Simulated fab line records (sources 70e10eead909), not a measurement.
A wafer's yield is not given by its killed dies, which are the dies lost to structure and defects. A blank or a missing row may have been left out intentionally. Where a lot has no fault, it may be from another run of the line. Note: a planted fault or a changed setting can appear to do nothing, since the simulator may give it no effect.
Which tool did it? | flow nand_harc | 60 wafers from 20 lots sampled at 6 of the route's 1159 steps

== WHAT THE GAUGES SHOWED, per wafer ==
The record holds no reading of a measuring or inspecting step that can be judged against a usual standard deviation.

== TOOL THAT RAN EACH LOT (tool first, then ch and the chambers of the sampled wafers, then the start) ==
lot  | NHARC_A_STAIRCASE_ETCH_190                    | NHARC_A_STAIRCASE_TRIM_196         | NHARC_A_STAIRCASE_TRIM_198     | NHARC_A_STAIRCASE_TRIM_224     | NHARC_A_STAIRCASE_TRIM_235     | NHARC_A_STAIRCASE_ETCH_294
L074 | rie_diel-02 ch 0,2,3, day 11 08:41 or earlier | rie_diel-02 ch 0,1,3, day 11 08:41 | rie_diel-02 ch 0,1,3, no start | rie_diel-02 ch 1,2,3, no start | rie_diel-05 ch 0,1,3, no start | rie_diel-05 ch 1,2,3, no start
L075 | rie_diel-13 ch 1,2,3, day 11 11:14 or earlier | rie_diel-05 ch 0,1,2, day 11 11:14 | rie_diel-05 ch 1,2,3, no start | rie_diel-05 ch 0,1,2, no start | rie_diel-02 ch 1,2,3, no start | rie_diel-05 ch 0,1,3, no start
L077 | rie_diel-13 ch 2,3, day 11 13:43 or earlier   | rie_diel-05 ch 1,2,3, day 11 13:43 | rie_diel-05 ch 0,1,3, no start | rie_diel-13 ch 1,2,3, no start | rie_diel-13 ch 1,2,3, no start | rie_diel-13 ch 0,1,2, no start
L076 | rie_diel-13 ch 0,1, day 11 16:38 or earlier   | rie_diel-02 ch 2,3, day 11 16:38   | rie_diel-02 ch 1,2,3, no start | rie_diel-02 ch 0,3, no start   | rie_diel-02 ch 0,1,2, no start | rie_diel-02 ch 1,2,3, no start
L079 | rie_diel-13 ch 0,1, day 11 17:47 or earlier   | rie_diel-13 ch 1,2,3, day 11 17:47 | rie_diel-13 ch 2,3, no start   | rie_diel-13 ch 0,2, no start   | rie_diel-13 ch 0,1,3, no start | rie_diel-05 ch 2,3, no start
L078 | rie_diel-02 ch 0,1,2, day 11 22:04 or earlier | rie_diel-02 ch 1,2,3, day 11 22:04 | rie_diel-02 ch 0,1,3, no start | rie_diel-13 ch 1,2,3, no start | rie_diel-13 ch 1,3, no start   | rie_diel-05 ch 2,3, no start
L081 | rie_diel-05 ch 0,1,2, day 12 19:48 or earlier | rie_diel-02 ch 0,1,3, day 12 19:48 | rie_diel-02 ch 0,1,3, no start | rie_diel-13 ch 0,2,3, no start | rie_diel-13 ch 0,1,3, no start | rie_diel-05 ch 0,1,3, no start
L083 | rie_diel-05 ch 0,1,3, day 13 01:55 or earlier | rie_diel-02 ch 1,2,3, day 13 01:55 | rie_diel-02 ch 0,1,3, no start | rie_diel-13 ch 0,1,3, no start | rie_diel-02 ch 0,1,3, no start | rie_diel-13 ch 1,2,3, no start
L082 | rie_diel-02 ch 0,1, day 13 06:53 or earlier   | rie_diel-02 ch 0,2,3, day 13 06:53 | rie_diel-02 ch 1,2, no start   | rie_diel-05 ch 0,1,2, no start | rie_diel-13 ch 0,2, no start   | rie_diel-13 ch 0,1, no start
L085 | rie_diel-02 ch 0,2,3, day 14 05:23 or earlier | rie_diel-02 ch 1,2,3, day 14 05:23 | rie_diel-02 ch 0,2,3, no start | rie_diel-05 ch 1,2,3, no start | rie_diel-02 ch 1,2,3, no start | rie_diel-05 ch 1,2,3, no start
L087 | rie_diel-13 ch 0,1,2, day 14 08:50 or earlier | rie_diel-05 ch 0,3, day 14 08:50   | rie_diel-05 ch 2,3, no start   | rie_diel-02 ch 0,1,3, no start | rie_diel-02 ch 0,1, no start   | rie_diel-05 ch 1,2, no start
L088 | rie_diel-05 ch 0,2,3, day 14 18:16 or earlier | rie_diel-05 ch 0,1,2, day 14 18:16 | rie_diel-05 ch 1,2,3, no start | rie_diel-05 ch 0,2,3, no start | rie_diel-05 ch 1,2,3, no start | rie_diel-13 ch 0,1,3, no start
L091 | rie_diel-13 ch 1,2,3, day 15 07:55 or earlier | rie_diel-02 ch 0,1,2, day 15 07:55 | rie_diel-02 ch 1,2, no start   | rie_diel-02 ch 0,2, no start   | rie_diel-02 ch 1,2, no start   | rie_diel-13 ch 0,1,2, no start
L090 | rie_diel-02 ch 0,1,2, day 15 15:05 or earlier | rie_diel-13 ch 0,3, day 15 15:05   | rie_diel-13 ch 1,3, no start   | rie_diel-05 ch 0,2,3, no start | rie_diel-05 ch 0,2,3, no start | rie_diel-13 ch 0,1,3, no start
L093 | rie_diel-05 ch 2,3, day 15 17:17 or earlier   | rie_diel-05 ch 1,2, day 15 17:17   | rie_diel-05 ch 0,1,3, no start | rie_diel-13 ch 1,2, no start   | rie_diel-13 ch 1,2,3, no start | rie_diel-13 ch 1,2,3, no start
L094 | rie_diel-13 ch 2,3, day 15 19:23 or earlier   | rie_diel-02 ch 0,2, day 15 19:23   | rie_diel-02 ch 1,2, no start   | rie_diel-05 ch 0,2,3, no start | rie_diel-05 ch 1,3, no start   | rie_diel-05 ch 0,3, no start
L092 | rie_diel-13 ch 2,3, day 15 21:52 or earlier   | rie_diel-02 ch 0,2,3, day 15 21:52 | rie_diel-02 ch 0,1, no start   | rie_diel-05 ch 0,2,3, no start | rie_diel-05 ch 0,1, no start   | rie_diel-02 ch 0,1, no start
L096 | rie_diel-05 ch 0,1,2, day 16 04:31 or earlier | rie_diel-05 ch 0,1, day 16 04:31   | rie_diel-05 ch 0,1,3, no start | rie_diel-02 ch 0,1,3, no start | rie_diel-05 ch 1,2, no start   | rie_diel-05 ch 2,3, no start
L095 | rie_diel-02 ch 0,1,3, day 16 05:32 or earlier | rie_diel-02 ch 0,1,3, day 16 05:32 | rie_diel-02 ch 0,1,2, no start | rie_diel-05 ch 0,1,3, no start | rie_diel-05 ch 0,1,3, no start | rie_diel-05 ch 0,1,3, no start
L097 | rie_diel-13 ch 2,3, day 16 17:53 or earlier   | rie_diel-13 ch 0,2,3, day 16 17:53 | rie_diel-13 ch 1,3, no start   | rie_diel-13 ch 1,2,3, no start | rie_diel-13 ch 2,3, no start   | rie_diel-13 ch 1,2,3, no start
- NHARC_A_STAIRCASE_ETCH_190: etches the open film in C4F8/O2, target depth 100 nm, time 40.5 s.
- NHARC_A_STAIRCASE_TRIM_196: chemistry O2, time 211.2 s.
- NHARC_A_STAIRCASE_TRIM_198: chemistry O2, time 211.2 s.
- NHARC_A_STAIRCASE_TRIM_224: chemistry O2, time 211.2 s.
- NHARC_A_STAIRCASE_TRIM_235: chemistry O2, time 211.2 s.
- NHARC_A_STAIRCASE_ETCH_294: etches the open film in C4F8/O2/Ar, target depth 4992 nm, time 1212.4 s.

== AS READ BY THE TOOLS THEMSELVES (means over the sampled wafers that have a number; for cases with no such wafer, the mark the record gives instead) ==
NHARC_A_STAIRCASE_ETCH_190. Usual: chamber_pressure_mTorr 25.001 mTorr, standard deviation 0.023; oes_product_au 0.936 a.u., standard deviation 0.012; rf_vpp_V 895 V, standard deviation 6.1.
lot  | tool        | chamber_pressure_mTorr (mTorr) | oes_product_au (a.u.) | rf_vpp_V (V) | flag
L074 | rie_diel-02 | 24.997                         | 0.947                 | 897          |
L075 | rie_diel-13 | 24.981                         | 0.949                 | 892          |
L077 | rie_diel-13 | 24.989                         | 0.932                 | 892          |
L076 | rie_diel-13 | 25.006                         | 0.937                 | 891          |
L079 | rie_diel-13 | 24.986                         | 0.930                 | 893          |
L078 | rie_diel-02 | 24.986                         | 0.930                 | 900          |
L081 | rie_diel-05 | 24.982                         | 0.944                 | 895          |
L083 | rie_diel-05 | 24.976                         | 0.943                 | 895          |
L082 | rie_diel-02 | 25.000                         | 0.938                 | 898          |
L085 | rie_diel-02 | 25.005                         | 0.942                 | 896          |
L087 | rie_diel-13 | 24.965                         | 0.928                 | 895          |
L088 | rie_diel-05 | 25.013                         | 0.940                 | 897          |
L091 | rie_diel-13 | 25.004                         | 0.925                 | 891          |
L090 | rie_diel-02 | 25.003                         | 0.936                 | 900          |
L093 | rie_diel-05 | 24.997                         | 0.937                 | 899          |
L094 | rie_diel-13 | 25.009                         | 0.931                 | 891          |
L092 | rie_diel-13 | 25.012                         | 0.950                 | 895          |
L096 | rie_diel-05 | 25.001                         | 0.951                 | 895          |
L095 | rie_diel-02 | 25.000                         | 0.931                 | 900          |
L097 | rie_diel-13 | 24.994                         | 0.940                 | 891          |

NHARC_A_STAIRCASE_TRIM_196. Usual: chamber_pressure_mTorr 60.00 mTorr, standard deviation 0.05; drypump_motor_current_A 5.7 A, standard deviation 0.41; oes_product_au 0.996 a.u., standard deviation 0.01; rf_vpp_V 57.9 V, standard deviation 0.85; showerhead_plenum_p_Torr 3.53 Torr, standard deviation 0.16; throttle_valve_pct 17.036 %, standard deviation 0.0086.
lot  | tool        | chamber_pressure_mTorr (mTorr) | drypump_motor_current_A (A) | oes_product_au (a.u.) | rf_vpp_V (V) | showerhead_plenum_p_Torr (Torr) | throttle_valve_pct (%) | flag
L074 | rie_diel-02 | 60.03                          | 6.0                         | 1.001                 | 57.9         | 3.48                            | 17.030                 |
L075 | rie_diel-05 | 59.99                          | 5.8                         | 0.989                 | 57.9         | 3.52                            | 17.046                 |
L077 | rie_diel-05 | 60.01                          | 5.5                         | 0.981                 | 58.1         | 3.54                            | 17.037                 |
L076 | rie_diel-02 | 60.02                          | 5.5                         | 1.010                 | 57.8         | 3.62                            | 17.031                 |
L079 | rie_diel-13 | 59.99                          | 5.7                         | 0.984                 | 57.4         | 3.41                            | 17.036                 |
L078 | rie_diel-02 | 60.09                          | 5.8                         | 1.004                 | 57.6         | 3.54                            | 17.037                 |
L081 | rie_diel-02 | 59.98                          | 6.0                         | 0.998                 | 58.4         | 3.48                            | 17.036                 |
L083 | rie_diel-02 | 59.99                          | 5.8                         | 0.998                 | 57.8         | 3.53                            | 17.040                 |
L082 | rie_diel-02 | 60.03                          | 5.6                         | 1.001                 | 58.5         | 3.55                            | 17.031                 |
L085 | rie_diel-02 | 59.97                          | 5.8                         | 0.997                 | 57.0         | 3.52                            | 17.034                 |
L087 | rie_diel-05 | 59.99                          | 5.6                         | 0.987                 | 57.9         | 3.58                            | 17.041                 |
L088 | rie_diel-05 | 60.02                          | 5.9                         | 0.992                 | 57.2         | 3.50                            | 17.029                 |
L091 | rie_diel-02 | 60.00                          | 5.6                         | 1.000                 | 57.9         | 3.64                            | 17.042                 |
L090 | rie_diel-13 | 59.99                          | 5.8                         | 0.988                 | 57.9         | 3.44                            | 17.040                 |
L093 | rie_diel-05 | 60.01                          | 5.6                         | 1.001                 | 58.0         | 3.45                            | 17.041                 |
L094 | rie_diel-02 | 59.96                          | 5.4                         | 0.992                 | 57.8         | 3.66                            | 17.039                 |
L092 | rie_diel-02 | 60.00                          | 5.6                         | 1.000                 | 57.8         | 3.72                            | 17.031                 |
L096 | rie_diel-05 | 59.98                          | 5.8                         | 1.003                 | 57.3         | 3.42                            | 17.031                 |
L095 | rie_diel-02 | 59.94                          | 6.0                         | 0.994                 | 57.7         | 3.64                            | 17.042                 |
L097 | rie_diel-13 | 59.94                          | 5.7                         | 0.997                 | 57.6         | 3.47                            | 17.046                 |

NHARC_A_STAIRCASE_TRIM_198. Usual: chamber_pressure_mTorr 60.00 mTorr, standard deviation 0.057; drypump_motor_current_A 5.7 A, standard deviation 0.42; oes_product_au 0.995 a.u., standard deviation 0.011; rf_vpp_V 57.8 V, standard deviation 0.92; showerhead_plenum_p_Torr 3.53 Torr, standard deviation 0.16; throttle_valve_pct 17.038 %, standard deviation 0.0084.
lot  | tool        | chamber_pressure_mTorr (mTorr) | drypump_motor_current_A (A) | oes_product_au (a.u.) | rf_vpp_V (V) | showerhead_plenum_p_Torr (Torr) | throttle_valve_pct (%) | flag
L074 | rie_diel-02 | 59.96                          | 6.0                         | 0.996                 | 57.1         | 3.48                            | 17.040                 |
L075 | rie_diel-05 | 60.03                          | 5.5                         | 0.992                 | 58.4         | 3.54                            | 17.042                 |
L077 | rie_diel-05 | 60.00                          | 5.7                         | 1.001                 | 57.4         | 3.52                            | 17.030                 |
L076 | rie_diel-02 | 59.99                          | 5.8                         | 0.998                 | 57.7         | 3.54                            | 17.041                 |
L079 | rie_diel-13 | 60.02                          | 5.6                         | 0.988                 | 58.3         | 3.52                            | 17.037                 |
L078 | rie_diel-02 | 60.04                          | 6.0                         | 0.993                 | 57.9         | 3.48                            | 17.038                 |
L081 | rie_diel-02 | 60.02                          | 6.0                         | 0.995                 | 57.9         | 3.48                            | 17.044                 |
L083 | rie_diel-02 | 59.97                          | 6.0                         | 0.993                 | 57.5         | 3.48                            | 17.038                 |
L082 | rie_diel-02 | 60.03                          | 5.7                         | 0.993                 | 57.5         | 3.63                            | 17.038                 |
L085 | rie_diel-02 | 59.95                          | 5.6                         | 0.990                 | 57.5         | 3.54                            | 17.034                 |
L087 | rie_diel-05 | 59.98                          | 5.4                         | 0.989                 | 57.4         | 3.60                            | 17.036                 |
L088 | rie_diel-05 | 59.95                          | 5.5                         | 0.995                 | 57.6         | 3.52                            | 17.042                 |
L091 | rie_diel-02 | 60.02                          | 5.7                         | 1.006                 | 59.0         | 3.62                            | 17.039                 |
L090 | rie_diel-13 | 59.99                          | 6.0                         | 0.987                 | 57.0         | 3.28                            | 17.034                 |
L093 | rie_diel-05 | 59.96                          | 5.8                         | 1.001                 | 57.5         | 3.50                            | 17.037                 |
L094 | rie_diel-02 | 59.99                          | 5.8                         | 1.000                 | 57.5         | 3.61                            | 17.034                 |
L092 | rie_diel-02 | 59.99                          | 5.9                         | 0.991                 | 57.3         | 3.55                            | 17.040                 |
L096 | rie_diel-05 | 60.02                          | 5.7                         | 0.995                 | 57.9         | 3.49                            | 17.042                 |
L095 | rie_diel-02 | 60.01                          | 5.6                         | 1.000                 | 57.4         | 3.63                            | 17.031                 |
L097 | rie_diel-13 | 59.99                          | 5.9                         | 0.983                 | 57.3         | 3.28                            | 17.037                 |

NHARC_A_STAIRCASE_TRIM_224. Usual: chamber_pressure_mTorr 60.00 mTorr, standard deviation 0.057; drypump_motor_current_A 5.7 A, standard deviation 0.38; oes_product_au 0.994 a.u., standard deviation 0.0099; rf_vpp_V 57.8 V, standard deviation 0.83; showerhead_plenum_p_Torr 3.51 Torr, standard deviation 0.15; throttle_valve_pct 17.038 %, standard deviation 0.0094.
lot  | tool        | chamber_pressure_mTorr (mTorr) | drypump_motor_current_A (A) | oes_product_au (a.u.) | rf_vpp_V (V) | showerhead_plenum_p_Torr (Torr) | throttle_valve_pct (%) | flag
L074 | rie_diel-02 | 60.02                          | 5.8                         | 1.001                 | 57.6         | 3.54                            | 17.027                 |
L075 | rie_diel-05 | 60.02                          | 5.9                         | 0.996                 | 58.2         | 3.52                            | 17.040                 |
L077 | rie_diel-13 | 59.96                          | 5.7                         | 0.993                 | 58.1         | 3.41                            | 17.030                 |
L076 | rie_diel-02 | 59.99                          | 6.1                         | 0.990                 | 58.1         | 3.39                            | 17.039                 |
L079 | rie_diel-13 | 59.96                          | 5.5                         | 1.003                 | 57.0         | 3.57                            | 17.031                 |
L078 | rie_diel-13 | 60.03                          | 5.7                         | 0.984                 | 56.9         | 3.41                            | 17.046                 |
L081 | rie_diel-13 | 59.98                          | 5.7                         | 0.996                 | 58.0         | 3.49                            | 17.029                 |
L083 | rie_diel-13 | 60.01                          | 5.8                         | 0.981                 | 57.2         | 3.37                            | 17.031                 |
L082 | rie_diel-05 | 60.03                          | 5.8                         | 0.996                 | 58.5         | 3.51                            | 17.044                 |
L085 | rie_diel-05 | 59.95                          | 5.5                         | 0.993                 | 57.5         | 3.53                            | 17.038                 |
L087 | rie_diel-02 | 60.03                          | 6.0                         | 0.989                 | 57.4         | 3.47                            | 17.039                 |
L088 | rie_diel-05 | 60.00                          | 5.8                         | 0.986                 | 58.4         | 3.58                            | 17.024                 |
L091 | rie_diel-02 | 60.05                          | 5.4                         | 1.001                 | 58.5         | 3.66                            | 17.040                 |
L090 | rie_diel-05 | 60.00                          | 5.8                         | 0.992                 | 57.2         | 3.57                            | 17.042                 |
L093 | rie_diel-13 | 60.05                          | 5.6                         | 0.987                 | 58.0         | 3.40                            | 17.041                 |
L094 | rie_diel-05 | 59.98                          | 5.8                         | 0.995                 | 58.2         | 3.57                            | 17.037                 |
L092 | rie_diel-05 | 59.95                          | 5.8                         | 0.998                 | 58.2         | 3.57                            | 17.039                 |
L096 | rie_diel-02 | 60.01                          | 6.0                         | 1.006                 | 58.3         | 3.64                            | 17.041                 |
L095 | rie_diel-05 | 60.01                          | 5.7                         | 0.997                 | 58.4         | 3.49                            | 17.042                 |
L097 | rie_diel-13 | 60.08                          | 5.7                         | 0.992                 | 57.6         | 3.39                            | 17.040                 |

NHARC_A_STAIRCASE_TRIM_235. Usual: chamber_pressure_mTorr 60.00 mTorr, standard deviation 0.057; drypump_motor_current_A 5.7 A, standard deviation 0.38; oes_product_au 0.995 a.u., standard deviation 0.01; rf_vpp_V 57.7 V, standard deviation 0.92; showerhead_plenum_p_Torr 3.50 Torr, standard deviation 0.15; throttle_valve_pct 17.035 %, standard deviation 0.0086.
lot  | tool        | chamber_pressure_mTorr (mTorr) | drypump_motor_current_A (A) | oes_product_au (a.u.) | rf_vpp_V (V) | showerhead_plenum_p_Torr (Torr) | throttle_valve_pct (%) | flag
L074 | rie_diel-05 | 59.96                          | 5.8                         | 0.990                 | 58.1         | 3.52                            | 17.035                 |
L075 | rie_diel-02 | 60.02                          | 5.8                         | 1.002                 | 57.2         | 3.54                            | 17.030                 |
L077 | rie_diel-13 | 60.00                          | 5.7                         | 0.984                 | 57.1         | 3.41                            | 17.038                 |
L076 | rie_diel-02 | 60.00                          | 5.6                         | 0.999                 | 58.3         | 3.65                            | 17.024                 |
L079 | rie_diel-13 | 59.97                          | 5.8                         | 0.996                 | 57.1         | 3.38                            | 17.033                 |
L078 | rie_diel-13 | 60.01                          | 5.9                         | 0.973                 | 57.3         | 3.30                            | 17.045                 |
L081 | rie_diel-13 | 59.98                          | 5.8                         | 0.982                 | 58.2         | 3.37                            | 17.039                 |
L083 | rie_diel-02 | 60.04                          | 6.0                         | 0.993                 | 57.8         | 3.48                            | 17.042                 |
L082 | rie_diel-13 | 59.99                          | 5.5                         | 0.998                 | 58.7         | 3.57                            | 17.041                 |
L085 | rie_diel-02 | 59.99                          | 5.8                         | 0.998                 | 57.2         | 3.52                            | 17.033                 |
L087 | rie_diel-02 | 59.95                          | 5.8                         | 0.982                 | 58.8         | 3.58                            | 17.051                 |
L088 | rie_diel-05 | 60.00                          | 5.5                         | 0.994                 | 58.6         | 3.52                            | 17.030                 |
L091 | rie_diel-02 | 59.96                          | 5.7                         | 1.003                 | 57.7         | 3.61                            | 17.027                 |
L090 | rie_diel-05 | 60.01                          | 5.8                         | 0.996                 | 57.0         | 3.57                            | 17.039                 |
L093 | rie_diel-13 | 60.02                          | 5.7                         | 0.994                 | 56.7         | 3.40                            | 17.036                 |
L094 | rie_diel-05 | 60.03                          | 5.5                         | 1.006                 | 57.3         | 3.52                            | 17.034                 |
L092 | rie_diel-05 | 60.06                          | 6.1                         | 1.003                 | 57.1         | 3.47                            | 17.028                 |
L096 | rie_diel-05 | 59.99                          | 5.6                         | 1.003                 | 58.3         | 3.52                            | 17.031                 |
L095 | rie_diel-05 | 60.02                          | 5.7                         | 1.009                 | 57.7         | 3.49                            | 17.043                 |
L097 | rie_diel-13 | 59.98                          | 5.8                         | 0.994                 | 57.2         | 3.39                            | 17.036                 |

NHARC_A_STAIRCASE_ETCH_294. Usual: chamber_pressure_mTorr 24.999 mTorr, standard deviation 0.022; oes_product_au 0.931 a.u., standard deviation 0.013; rf_vpp_V 1825 V, standard deviation 11.
lot  | tool        | chamber_pressure_mTorr (mTorr) | oes_product_au (a.u.) | rf_vpp_V (V) | flag
L074 | rie_diel-05 | 24.982                         | 0.917                 | 1828         |
L075 | rie_diel-05 | 24.990                         | 0.947                 | 1826         |
L077 | rie_diel-13 | 24.994                         | 0.924                 | 1825         |
L076 | rie_diel-02 | 24.999                         | 0.933                 | 1827         |
L079 | rie_diel-05 | 25.016                         | 0.932                 | 1832         |
L078 | rie_diel-05 | 24.991                         | 0.936                 | 1833         |
L081 | rie_diel-05 | 24.989                         | 0.930                 | 1825         |
L083 | rie_diel-13 | 24.965                         | 0.940                 | 1817         |
L082 | rie_diel-13 | 25.012                         | 0.927                 | 1821         |
L085 | rie_diel-05 | 24.985                         | 0.939                 | 1826         |
L087 | rie_diel-05 | 25.007                         | 0.914                 | 1827         |
L088 | rie_diel-13 | 25.002                         | 0.913                 | 1814         |
L091 | rie_diel-13 | 25.002                         | 0.941                 | 1823         |
L090 | rie_diel-13 | 24.957                         | 0.937                 | 1814         |
L093 | rie_diel-13 | 25.015                         | 0.933                 | 1817         |
L094 | rie_diel-05 | 25.002                         | 0.927                 | 1828         |
L092 | rie_diel-02 | 25.009                         | 0.927                 | 1828         |
L096 | rie_diel-05 | 25.005                         | 0.938                 | 1832         |
L095 | rie_diel-05 | 25.011                         | 0.938                 | 1825         |
L097 | rie_diel-13 | 24.987                         | 0.944                 | 1816         |

== THE ANSWER, worked out from the rows above alone ==
Rule: lot off if the mean of its wafers having a number is beyond 3 standard deviations from the usual mean. Also off: a lot with no number at a reading for which 4 or more lots have one. All remaining lots with rows at the step are treated as sound. First the gauges in route order, then the tools' own readings, where a lot's mean is used as printed above. At the first step where some lot is off, the reading lying furthest off is the one used; lots without a number count as furthest.
No lot is off on any of the readings shown, so nothing can be concluded from this.

== WHAT THE SIMULATOR PUT IN ==
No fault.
